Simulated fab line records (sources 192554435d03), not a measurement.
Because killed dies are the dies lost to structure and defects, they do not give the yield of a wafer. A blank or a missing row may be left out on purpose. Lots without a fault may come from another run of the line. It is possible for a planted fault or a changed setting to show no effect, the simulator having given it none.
fab line records -- flow n5Finfet
record lots=12, wafers=32, lastDay=17
route steps=1938 shown BEOL_M0_CUTY@708 BEOL_M0@720 BEOL_M4@1111 PASSIVATION@1936
lots that met no fault: from a run of the same line without faults
startH: start of the lot's first displayed wafer, in hours after the record's first day -- waitH: hours from the lot's prior step to this one -- " same as the row above -- L1.1+2: a row that stands for several wafers -- - no value, or no start was given -- * or withheld: withheld -- < > ~ a bound
route shown NAME@n: a module of which the file shows steps, and the number in the route of the first -- usual: mean and standard deviation over wafers with no fault -- same: alike in all rows -- chamber/n: place in a boat -- sites: the reading at each site -- _std_site: standard deviation across them -- _edge_site: inner sites' mean taken away from outer sites' mean -- radiusMm: how far each site lies from the wafer's centre -- mask NAME#n: copy n -- behind: the tool/chamber that last shaped the wafer -- hold: what put the lot on hold/how long, in hours/how the hold closed -- device: which transistor (n, p or np) failed to switch -- end of line: the same wafers' tests at the end of the route -- a step without rows: its recipe alone -- killed: the dies lost at the first sort to structure and to defects; this is not the yield of the wafer -- map: per-die view of a wafer (x killed, . not killed, _ where there is no die)
set.NAME: the setting as run; set.NAME@STEP: as run at that earlier step -- model.NAME: the simulator's own value behind a step, which no gauge read
steps of the route over a sample of lots; a table a step, a row a wafer
services: when a tool's chamber went out of use (startH, in hours from the record's first day, below 0 if earlier), for how many hours, and the reason
## steps
# step N5_BEOL_M0_CUTY_CD_MEAS_57
# recipe targetCdNm=200, landingEnergyEv=500, detector=seInlens, polarity=line
# usual cdNm=199.5/1.1
# same landingEnergyEv=500
lot.wafer,tool,chamber,startH,waitH,cdNm
L199.3,cdSem-02,0,130.39,-,197.2
L199.6,cdSem-02,0,130.39,-,199.3
L200.2,cdSem-02,0,136.66,-,198.8
L200.3,cdSem-02,0,136.66,-,199.7
L203.1,cdSem-01,0,155.31,-,198.7
L203.6,cdSem-01,0,155.31,-,199.7
L208.2,cdSem-01,0,187.11,-,200.0
L208.3,cdSem-01,0,187.11,-,201.9
L208.6,cdSem-01,0,187.11,-,201.4
L209.3,cdSem-01,0,190.88,-,201.3
L209.5,cdSem-01,0,190.88,-,198.5
L209.6,cdSem-01,0,190.88,-,199.7
L210.1,cdSem-03,0,198.84,-,201.2
L210.5,cdSem-03,0,198.84,-,199.1
L210.6,cdSem-03,0,198.84,-,200.2
L212.1,cdSem-01,0,207.54,-,197.6
L212.3,cdSem-01,0,207.54,-,200.4
L212.5,cdSem-01,0,207.54,-,198.1
L214.1,cdSem-01,0,218.07,-,197.5
L214.2,cdSem-01,0,218.07,-,199.4
L215.2,cdSem-01,0,224.51,-,200.2
L215.3,cdSem-01,0,224.51,-,199.7
L215.4,cdSem-01,0,224.51,-,198.4
L217.2,cdSem-03,0,238.07,-,198.6
L217.5,cdSem-03,0,238.07,-,199.2
L217.6,cdSem-03,0,238.07,-,199.0
L218.4,cdSem-02,0,244.38,-,201.6
L218.5,cdSem-02,0,244.38,-,199.1
L218.6,cdSem-02,0,244.38,-,197.4
L219.2,cdSem-02,0,251.81,-,199.8
L219.4,cdSem-02,0,251.81,-,198.0
L219.6,cdSem-02,0,251.81,-,199.9
# step N5_BEOL_M0_CUTY_OVL_MEAS_58
# recipe pointsPerWafer=44
# usual M0_ABLK_OVL=0.3/0.83
lot.wafer,tool,chamber,startH,waitH,M0_ABLK_OVL[nm]
L199.3,overlay-01,0,130.44,0.0,0.0
L199.6,overlay-01,0,130.44,0.0,-0.4
L200.2,overlay-01,0,136.69,0.0,1.4
L200.3,overlay-01,0,136.69,0.0,0.8
L203.1,overlay-02,0,155.34,0.0,0.2
L203.6,overlay-02,0,155.34,0.0,0.0
L208.2,overlay-01,0,187.14,0.0,-0.9
L208.3,overlay-01,0,187.14,0.0,-0.2
L208.6,overlay-01,0,187.14,0.0,-0.5
L209.3,overlay-01,0,190.91,0.0,1.5
L209.5,overlay-01,0,190.91,0.0,1.1
L209.6,overlay-01,0,190.91,0.0,0.9
L210.1,overlay-02,0,198.87,0.0,0.7
L210.5,overlay-02,0,198.87,0.0,0.6
L210.6,overlay-02,0,198.87,0.0,1.2
L212.1,overlay-01,0,207.57,0.0,1.7
L212.3,overlay-01,0,207.57,0.0,1.1
L212.5,overlay-01,0,207.57,0.0,1.3
L214.1,overlay-02,0,218.10,0.0,-0.7
L214.2,overlay-02,0,218.10,0.0,-1.3
L215.2,overlay-02,0,224.54,0.0,-1.1
L215.3,overlay-02,0,224.54,0.0,-0.6
L215.4,overlay-02,0,224.54,0.0,-0.2
L217.2,overlay-01,0,238.09,0.0,0.3
L217.5,overlay-01,0,238.09,0.0,0.4
L217.6,overlay-01,0,238.09,0.0,0.7
L218.4,overlay-01,0,244.41,0.0,1.2
L218.5,overlay-01,0,244.41,0.0,0.0
L218.6,overlay-01,0,244.41,0.0,-0.2
L219.2,overlay-02,0,251.84,0.0,-0.7
L219.4,overlay-02,0,251.84,0.0,-0.5
L219.6,overlay-02,0,251.84,0.0,-1.1
# step N5_BEOL_M0_ETCH_128
# recipe chemistry=CF4/N2, targetDepthA=120, overetchA=51, target=SiCN, timeS=21.4, ionEnergyEv=150, pressureMtorr=40, sourceW=430, biasW=70, Ar_flow_sccm=100, cf4FlowSccm=60, n2FlowSccm=60
# usual biasW=70.00/0.21, cf4FlowSccm=59.98/0.18, chamberPressureMTorr=40.00/0.036, drypumpMotorCurrentA=5.7/0.5, oesProductAu=0.57/0.054, rfVppV=381.7/1.6, showerheadPlenumPTorr=2.19/0.049, throttleValvePct=15.44/0.25
lot.wafer,tool,chamber,startH,waitH,biasW,cf4FlowSccm,chamberPressureMTorr,drypumpMotorCurrentA,oesProductAu,rfHoursCounterH,rfVppV,showerheadPlenumPTorr,throttleValvePct
L199.3,rieDiel-01,1,133.68,0.2,69.82,60.01,40.02,5.7,0.49,208,381.9,2.17,15.95
L199.6,rieDiel-01,2,133.68,0.2,69.92,59.83,39.99,5.3,0.53,-,384.9,2.31,15.51
L200.2,rieDiel-01,1,137.90,0.1,70.34,60.00,39.97,5.7,0.48,210,381.2,2.17,15.95
L200.3,rieDiel-01,2,137.90,0.1,69.78,59.77,39.89,5.3,0.52,122,386.5,2.31,15.54
L203.1,rieDiel-05,1,156.60,0.0,69.95,59.97,39.99,5.8,0.61,42,381.9,2.14,15.30
L203.6,rieDiel-05,2,156.60,0.0,70.21,60.04,39.98,6.7,0.52,-,383.7,2.19,15.84
L208.2,rieDiel-05,0,189.36,0.0,-,-,-,-,-,-,-,-,-
L208.3,rieDiel-05,2,189.36,0.0,-,-,-,-,-,-,-,-,-
L208.6,rieDiel-05,3,189.36,0.0,-,-,-,-,-,-,-,-,-
L209.3,rieDiel-04,3,192.52,0.0,-,-,-,-,-,-,-,-,-
L209.5,rieDiel-04,0,192.52,0.0,-,-,-,-,-,-,-,-,-
L209.6,rieDiel-04,3,192.52,0.0,-,-,-,-,-,-,-,-,-
L210.1,rieDiel-04,2,200.49,0.3,-,-,-,-,-,-,-,-,-
L210.5,rieDiel-04,0,200.49,0.3,-,-,-,-,-,-,-,-,-
L210.6,rieDiel-04,1,200.49,0.3,-,-,-,-,-,-,-,-,-
L212.1,rieDiel-04,1,211.17,0.2,70.15,59.99,39.95,5.4,0.57,65,384.5,2.25,15.49
L212.3,rieDiel-04,0,211.17,0.2,69.91,59.95,39.99,5.9,0.53,136,380.2,2.12,15.37
L212.5,rieDiel-04,3,211.17,0.2,69.64,59.77,39.99,6.0,0.62,-,382.7,2.16,15.14
L214.1,rieDiel-04,2,220.89,0.0,70.29,59.99,39.97,5.3,0.62,32,379.6,2.16,15.17
L214.2,rieDiel-04,0,220.89,0.0,70.33,60.18,40.01,5.9,0.52,140,378.6,2.12,15.40
L215.2,rieDiel-05,3,227.28,0.0,70.12,59.85,39.94,5.0,0.61,40,382.4,2.17,15.34
L215.3,rieDiel-05,2,227.28,0.0,69.75,60.02,39.99,6.7,0.50,201,383.0,2.18,15.90
L215.4,rieDiel-05,0,227.28,0.0,70.13,59.65,40.00,5.1,0.57,80,380.8,2.16,15.34
L217.2,rieDiel-04,0,242.10,0.0,70.17,59.92,40.02,5.9,0.52,146,379.1,2.12,15.41
L217.5,rieDiel-04,1,242.10,0.0,69.81,60.15,39.97,5.4,0.57,-,384.2,2.24,15.51
L217.6,rieDiel-04,0,242.10,0.0,69.94,59.90,40.02,5.9,0.53,-,379.2,2.12,15.40
L218.4,rieDiel-05,1,246.39,0.8,69.95,59.94,40.03,5.7,0.56,75,379.8,2.13,15.35
L218.5,rieDiel-05,3,246.39,0.8,69.80,59.72,39.94,5.0,0.60,-,381.7,2.17,15.38
L218.6,rieDiel-05,2,246.39,0.8,69.85,60.04,39.97,6.7,0.50,-,381.9,2.18,15.91
L219.2,rieDiel-04,1,256.07,0.0,70.35,59.81,40.07,5.4,0.56,82,382.4,2.24,15.51
L219.4,rieDiel-04,0,256.07,0.0,70.01,60.16,39.95,5.9,0.53,153,380.4,2.12,15.42
L219.6,rieDiel-04,0,256.07,0.0,69.87,59.96,39.96,5.9,0.53,-,379.9,2.12,15.41
# step N5_BEOL_M0_ALD_136
# recipe material=TaN, targetThkA=*, tempC=275, aldPrecursorFamily=PDMAT, aldCoReactant=NH3, pressureTorr=3, carrierFlowSccm=1500, pulseTimeS=2, purgeTimeS=3, coReactantPurgeTimeS=2, coReactantPulseTimeS=3, aldCycles=30, precursorVesselTempC=75, precursorVesselPressureTorr=26.25, precursorVesselCarrierSccm=1000
# usual heaterPowerW=410/41
lot.wafer,tool,chamber,startH,waitH,heaterPowerW,sinceWetCleanH
L199.3,aldMetal-01,3,135.31,0.1,408,4414
L199.6,aldMetal-01,3,135.31,0.1,405,-
L200.2,aldMetal-03,1,138.75,0.2,427,5956
L200.3,aldMetal-03,0,138.75,0.2,495,5956
L203.1,aldMetal-01,3,157.88,0.0,415,4436
L203.6,aldMetal-01,3,157.88,0.0,403,-
L208.2,aldMetal-01,3,190.55,0.0,416,4469
L208.3,aldMetal-01,0,190.55,0.0,382,4469
L208.6,aldMetal-01,3,190.55,0.0,401,-
L209.3,aldMetal-01,2,193.32,0.1,438,4472
L209.5,aldMetal-01,1,193.32,0.1,456,-
L209.6,aldMetal-01,0,193.32,0.1,370,-
L210.1,aldMetal-03,3,201.66,0.1,419,6018
L210.5,aldMetal-03,0,201.66,0.1,501,-
L210.6,aldMetal-03,1,201.66,0.1,420,-
L212.1,aldMetal-04,2,212.06,0.0,405,2952
L212.3,aldMetal-04,3,212.06,0.0,413,2952
L212.5,aldMetal-04,3,212.06,0.0,407,-
L214.1,aldMetal-04,3,222.05,0.1,412,2962
L214.2,aldMetal-04,2,222.05,0.1,404,2962
L215.2,aldMetal-03,0,227.93,0.0,496,6045
L215.3,aldMetal-03,1,227.93,0.0,430,6045
L215.4,aldMetal-03,3,227.93,0.0,421,6045
L217.2,aldMetal-03,0,243.26,0.0,487,6060
L217.5,aldMetal-03,2,243.26,0.0,372,-
L217.6,aldMetal-03,1,243.26,0.0,429,-
L218.4,aldMetal-01,0,247.70,0.0,376,4526
L218.5,aldMetal-01,3,247.70,0.0,404,-
L218.6,aldMetal-01,2,247.70,0.0,426,-
L219.2,aldMetal-04,1,257.29,0.1,340,2997
L219.4,aldMetal-04,3,257.29,0.1,418,2997
L219.6,aldMetal-04,2,257.29,0.1,400,-
# step N5_BEOL_M4_RC_MEAS_101
# usual DIBL_N=36.0/1.9, DIBL_P=35.6/2.4, IOFF_N=0.16/0.036, IOFF_P=0.21/0.04, ION_N=673/14, ION_P=460/8.9, SS_N=71.5/0.67, SS_P=73.2/0.73, VT_N=249/3.6, VT_P=-250/3.7
lot.wafer,tool,chamber,startH,waitH,DIBL_N[mV/V],DIBL_P[mV/V],IOFF_N[nA/um],IOFF_P[nA/um],ION_N[uA/um],ION_P[uA/um],SS_N[mV/dec],SS_P[mV/dec],VT_N[mV],VT_P[mV]
L200.2,prober-01,0,184.11,0.2,33.6,33.5,0.14,0.19,665,457,70.7,72.8,250,-251
L200.3,prober-01,0,184.11,0.2,33.5,33.5,0.15,0.19,677,464,71.2,73.3,249,-249
L199.3,prober-02,0,189.14,0.3,34.4,32.6,0.13,0.18,668,460,70.8,73.0,253,-249
L199.6,prober-02,0,189.14,0.3,36.4,34.7,0.14,0.20,657,455,71.3,73.0,256,-248
L203.1,prober-02,0,200.89,0.0,36.5,36.3,0.15,0.19,666,454,71.7,73.6,250,-254
L203.6,prober-02,0,200.89,0.0,36.1,36.6,0.15,0.20,663,454,72.0,73.5,250,-251
L212.1,prober-02,0,263.30,0.0,37.0,35.8,0.16,0.21,688,469,72.1,74.6,249,-250
L212.3,prober-02,0,263.30,0.0,29.9,26.3,0.08,0.11,658,453,68.8,71.2,255,-257
L212.5,prober-02,0,263.30,0.0,36.2,34.4,0.14,0.19,670,457,71.8,73.5,251,-250
L215.2,prober-02,0,276.21,0.2,34.6,35.0,0.15,0.19,677,467,71.4,73.3,249,-251
L215.3,prober-02,0,276.21,0.2,33.1,32.2,0.11,0.15,664,461,70.9,72.4,254,-255
L215.4,prober-02,0,276.21,0.2,36.2,36.5,0.16,0.21,672,468,71.1,73.8,249,-249
L214.1,prober-02,0,281.37,0.0,31.0,30.6,0.10,0.15,662,456,69.6,72.0,257,-254
L214.2,prober-02,0,281.37,0.0,36.8,37.6,0.19,0.26,685,464,71.5,73.7,245,-248
L217.2,prober-01,0,286.13,0.2,33.6,33.4,0.13,0.21,656,457,71.0,73.3,249,-245
L217.5,prober-01,0,286.13,0.2,33.4,34.0,0.12,0.21,667,469,70.7,72.3,253,-245
L217.6,prober-01,0,286.13,0.2,35.7,36.4,0.15,0.25,667,461,72.1,74.2,248,-247
L218.4,prober-02,0,295.78,0.5,38.9,38.7,0.20,0.23,689,460,71.7,74.6,243,-252
L218.5,prober-02,0,295.78,0.5,36.5,34.8,0.15,0.17,670,447,71.3,73.3,250,-254
L218.6,prober-02,0,295.78,0.5,37.4,36.9,0.17,0.20,668,459,72.0,73.7,247,-252
L219.2,prober-02,0,310.84,0.2,34.9,36.5,0.16,0.20,684,467,71.0,72.7,248,-249
L219.4,prober-02,0,310.84,0.2,34.4,35.7,0.15,0.19,678,459,71.3,72.7,251,-254
L219.6,prober-02,0,310.84,0.2,34.5,35.4,0.14,0.18,664,456,71.2,72.9,250,-253
# step N5_PASSIVATION_PROBE_49
# usual defectLimitedYield=91.2/1.4, killed_at_M0_to_M3=32/9.3, killed_at_M4_up=14/4.9, killedAtContacts=15/7.5, killedAtFrontEnd=40/11, killedAtOther=4/3.3, killedDies=104/17, killedOnRim=13/4.2, killedOpen=68/14, killedShort=33/7.9, sort_bin_5_function=5.2/0.99, sort_bin_6_memory=3.2/0.65, sortNPass=1076/17, sortYieldPct=91.1/1.5
# same grossDies=1180, killedAtBackSide=0, sort_bin_4_leakage[%]=0, sort_bin_8_speed[%]=0
lot.wafer,tool,chamber,startH,waitH,defectLimitedYield[%],killed_at_M0_to_M3,killed_at_M4_up,killedAtContacts,killedAtFrontEnd,killedAtOther,killedDies,killedOnRim,killedOpen,killedShort,sort_bin_5_function[%],sort_bin_6_memory[%],sortNPass,sortYieldPct[%]
L208.2,prober-01,-,324.11,0.1,0,1106,12,9,50,3,1180,152,58,40,96.9,2.8,0,0
L208.3,prober-01,-,324.16,0.1,0,1119,10,11,39,1,1180,152,61,20,97.3,2.5,0,0
L208.6,prober-01,-,324.31,0.3,0,1119,16,7,37,1,1180,152,64,31,96.8,2.8,0,0
L209.3,prober-02,-,346.16,0.1,0,1073,28,14,63,2,1180,152,98,30,95.8,3.8,0,0
L209.5,prober-02,-,346.26,0.2,0,1098,18,20,40,4,1180,152,81,36,94.7,5.0,0,0
L209.6,prober-02,-,346.31,0.3,0,1105,9,26,36,4,1180,152,92,36,95.8,3.5,0,0
L210.1,prober-01,-,356.32,0.0,0,1132,7,5,33,3,1180,152,54,31,96.7,3.0,0,0
L210.5,prober-01,-,356.52,0.2,0,1127,14,9,30,0,1180,152,52,31,96.8,3.1,0,0
L210.6,prober-01,-,356.57,0.3,0,1117,17,7,34,5,1180,152,75,43,95.2,4.5,0,0
# killed by level:class
L208.2 BEOL_M0:areaEtch=1078 FIN_SAQP:geometricParticle:short=19 BEOL_M0_SAQP:geometricParticle:open=11 MOL_CONTACT_COAG:geometricParticle:open=9 FIN_SAQP:geometricParticle:open=6 GATE_CUT:geometricParticle:short=6 BEOL_M1:geometricParticle:open=5 BEOL_M5:geometricParticle:open=5
L208.3 BEOL_M0:areaEtch=1097 FIN_SAQP:geometricParticle:open=13 FIN_SAQP:geometricParticle:short=10 MOL_CONTACT_COAG:geometricParticle:open=10 BEOL_M2:geometricParticle:open=8 BEOL_M3:geometricParticle:open=6 GATE_CUT:geometricParticle:open=5 BEOL_M1:geometricParticle:open=4
L208.6 BEOL_M0:areaEtch=1084 BEOL_M0_SAQP:geometricParticle:open=10 BEOL_M0_SAQP:geometricParticle:short=9 FIN_SAQP:geometricParticle:open=8 BEOL_M4:geometricParticle:open=8 DUMMY_GATE:geometricParticle:open=6 MOL_CONTACT_COAG:geometricParticle:open=6 BEOL_M2:geometricParticle:open=6
L209.3 BEOL_M0:areaEtch=1051 STI_FIN_REVEAL:geometricParticle:open=35 BEOL_M4:geometricParticle:open=18 MOL_CONTACT_COAG:geometricParticle:open=12 BEOL_M2:geometricParticle:open=7 GATE_CUT:geometricParticle:short=6 GATE_CUT:geometricParticle:open=5 BEOL_M1:geometricParticle:open=5
L209.5 BEOL_M0:areaEtch=1062 STI_FIN_REVEAL:geometricParticle:open=12 MOL_CONTACT_COAG:geometricParticle:open=11 BEOL_M2:geometricParticle:open=11 BEOL_M4:geometricParticle:open=9 MOL_CONTACT_COAG:geometricParticle:short=8 BEOL_M1:geometricParticle:open=8 GATE_CUT:geometricParticle:short=6
L209.6 BEOL_M0:areaEtch=1051 MOL_CONTACT_COAG:geometricParticle:open=22 BEOL_M0_SAQP:geometricParticle:short=14 STI_FIN_REVEAL:geometricParticle:open=10 BEOL_M2:geometricParticle:open=9 BEOL_M3:geometricParticle:open=8 GATE_CUT:geometricParticle:open=7 BEOL_M0_SAQP:geometricParticle:open=7
L210.1 BEOL_M0:areaEtch=1093 BEOL_M1:geometricParticle:open=14 FIN_SAQP:geometricParticle:short=8 BEOL_M2:geometricParticle:open=6 DUMMY_GATE:geometricParticle:open=4 MOL_CONTACT_COAG:geometricParticle:open=4 BEOL_M0_SAQP:geometricParticle:open=4 BEOL_M3:geometricParticle:open=4
L210.5 BEOL_M0:areaEtch=1095 MOL_CONTACT_COAG:geometricParticle:open=8 BEOL_M0_SAQP:geometricParticle:short=8 BEOL_M1:geometricParticle:open=8 STI_FIN_REVEAL:geometricParticle:open=7 BEOL_M0_SAQP:geometricParticle:open=6 BEOL_M2:geometricParticle:open=6 FIN_SAQP:geometricParticle:short=5
L210.6 BEOL_M0:areaEtch=1059 BEOL_M0_SAQP:geometricParticle:short=15 BEOL_M1:geometricParticle:open=11 BEOL_M0_SAQP:geometricParticle:open=10 BEOL_M4:geometricParticle:open=10 BEOL_M3:geometricParticle:open=8 FIN_SAQP:geometricParticle:short=7 STI_FIN_REVEAL:geometricParticle:open=7
## services
tool,chamber,startH,hours,kind
rieDiel-04,-,148.85,0.1,repair
rieDiel-04,2,172.28,4.3,repair
rieDiel-05,0,185.05,3.2,repair
rieDiel-04,-,190.71,1.6,repair
aldMetal-03,-,198.21,2.6,repair
rieDiel-05,1,230.89,5.4,repair
rieDiel-04,2,242.38,12.5,repair
## key
firstSign step=N5_BEOL_M0_ETCH_128, reading=toolRecord, direction=missing
effect step=N5_PASSIVATION_PROBE_49, reading=killed_at_M0_to_M3, direction=up, sigmas=99+, usual=32, struck=1111
moreKillsBornAt N5_BEOL_M0_ETCH_128@rieDiel-04=6411, N5_BEOL_M0_ETCH_128@rieDiel-05=3259
metAt N5_BEOL_M0_ETCH_128
struckLots L208,L209,L210
laterRowsLeftOut L208.2,L208.3,L208.6,L209.3,L209.5,L209.6,L210.1,L210.5,L210.6
notActingAt N5_BEOL_M0_CUTY_CD_MEAS_57,N5_BEOL_M0_CUTY_OVL_MEAS_58,N5_BEOL_M0_ALD_136
onsetBetween 156.60 189.36
fault kind=skippedStepWhole, tool=rieDiel-04,rieDiel-05, chamber=-, onsetH=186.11, steps=N5_BEOL_M0_ETCH_128, scope=struckLotsOnly
# laterRowsLeftOut: the simulator's readings of these wafers behind a module that went badly wrong aren't trusted and aren't shown, but for the sort
